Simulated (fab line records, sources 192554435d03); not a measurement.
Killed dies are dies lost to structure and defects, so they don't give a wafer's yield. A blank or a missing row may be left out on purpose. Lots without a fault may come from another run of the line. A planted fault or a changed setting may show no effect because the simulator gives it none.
Which tool did it? | flow n5_finfet | 8 lots, 24 wafers sampled, at 2 steps of a route of 1938

WHAT THE GAUGES READ, wafer by wafer
N5_BEOL_M4_RC_MEAS_101. Usual: DIBL_N 35.8 mV/V, standard deviation 1.6; DIBL_P 36.0 mV/V, standard deviation 1.9; IOFF_N 0.151 nA/um, standard deviation 0.029; IOFF_P 0.21 nA/um, standard deviation 0.037; ION_N 673 uA/um, standard deviation 12; ION_P 463 uA/um, standard deviation 7.3; SS_N 71.5 mV/dec, standard deviation 0.58; SS_P 73.2 mV/dec, standard deviation 0.61; VT_N 251 mV, standard deviation 3.3; VT_P -250 mV, standard deviation 3.3.
lot  | measured     | on        | DIBL_N (mV/V)  | DIBL_P (mV/V)  | IOFF_N (nA/um)    | IOFF_P (nA/um) | ION_N (uA/um) | ION_P (uA/um) | SS_N (mV/dec)  | SS_P (mV/dec)  | VT_N (mV)   | VT_P (mV)      | flag
L248 | day 9 14:28  | prober-01 | 34.5 35.4 36.9 | 34.6 34.6 37.2 | 0.125 0.136 0.161 | 0.16 0.17 0.20 | 674 672 676   | 456 459 455   | 70.6 71.2 71.5 | 73.4 72.7 73.4 | 254 253 252 | -256 -255 -249 |
L251 | day 9 18:19  | prober-01 | 34.8 35.8 34.7 | 32.8 35.3 34.9 | 0.112 0.133 0.124 | 0.14 0.17 0.18 | 664 668 657   | 453 461 453   | 71.5 71.8 71.6 | 72.6 73.1 72.9 | 255 252 251 | -257 -252 -252 |
L254 | day 11 01:40 | prober-01 | 34.9 36.4 35.8 | 36.0 37.1 38.3 | 0.134 0.156 0.156 | 0.17 0.18 0.19 | 662 678 677   | 453 456 463   | 71.1 71.5 71.2 | 73.5 73.6 73.4 | 255 251 250 | -252 -258 -252 |
L260 | day 12 13:26 | prober-01 | 33.5 34.4 33.5 | 33.6 34.1 32.7 | 0.129 0.130 0.115 | 0.17 0.18 0.17 | 672 676 656   | 457 465 456   | 70.5 70.6 70.9 | 72.7 72.7 72.2 | 254 253 255 | -252 -252 -252 |
L259 | day 12 14:29 | prober-02 | 35.2 38.9 35.8 | 33.6 39.2 35.5 | 0.151 0.229 0.163 | 0.21 0.31 0.24 | 688 695 678   | 470 476 470   | 71.8 71.9 72.0 | 73.0 74.0 73.4 | 250 244 248 | -247 -245 -246 |
L264 | day 13 18:34 | prober-01 | 37.7 36.0 35.0 | 38.0 36.1 33.9 | 0.210 0.178 0.142 | 0.29 0.24 0.20 | 692 681 678   | 477 473 467   | 72.4 71.2 71.7 | 73.5 73.3 72.5 | 247 246 250 | -245 -248 -250 |
L265 | day 14 02:12 | prober-02 | 38.5 35.4 36.8 | 38.6 35.1 37.2 | 0.170 0.135 0.166 | 0.23 0.19 0.22 | 670 671 679   | 464 456 461   | 72.0 71.2 71.5 | 73.9 72.6 73.7 | 251 250 250 | -251 -253 -249 |
L266 | day 14 02:34 | prober-01 | 34.7 35.3 34.8 | 35.1 36.0 35.4 | 0.136 0.142 0.128 | 0.19 0.21 0.20 | 671 664 660   | 457 459 456   | 70.9 71.9 71.4 | 72.2 73.1 72.6 | 252 252 254 | -252 -251 -253 |

N5_BEOL_M10_OVL_MEAS_29. Usual: V9_OVL -0.4 nm, standard deviation 0.77.
lot  | measured     | on         | V9_OVL (nm)    | flag
L248 | day 11 20:06 | overlay-02 | -0.4 -0.5 -0.7 |
L251 | day 12 00:52 | overlay-02 | 0.9 0.0 -0.2   |
L254 | day 13 09:53 | overlay-01 | -0.1 -1.6 0.1  |
L260 | day 14 20:20 | overlay-01 | 1.4 -0.8 0.2   |
L259 | day 14 18:14 | overlay-01 | -0.6 0.5 -0.4  |
L264 | day 15 17:41 | overlay-02 | 0.8 -0.2 -0.2  |
L265 | day 16 09:52 | overlay-01 | -2.2 -2.2 -1.6 |
L266 | day 16 12:35 | overlay-01 | 0.2 0.0 0.6    |

WHICH TOOL RAN EACH LOT (tool, then ch and the chambers of the sampled wafers, then the start)
The record holds no process step before these readings.

WHAT THE TOOLS THEMSELVES READ (means of the sampled wafers that have a number; where no wafer has one, the mark that the record gives instead)
The record holds no such reading with a usual standard deviation.

THE ANSWER, worked out from the rows above alone
Rule: a lot is off if the mean of its wafers that have a number lies more than 3 standard deviations from the usual mean. A lot without any number at a reading at which 4 lots or more have one is off too. The other lots that the step has rows for count as sound. The gauges are gone through in route order, then the tools' own readings, and for those a lot's mean is taken as printed above. The first step at which some lot is off is used, and at that step the reading that is off furthest; a lot without a number counts as furthest.
No lot is off at any reading shown: from this, nothing can be told.

WHAT THE SIMULATOR HAD PUT IN
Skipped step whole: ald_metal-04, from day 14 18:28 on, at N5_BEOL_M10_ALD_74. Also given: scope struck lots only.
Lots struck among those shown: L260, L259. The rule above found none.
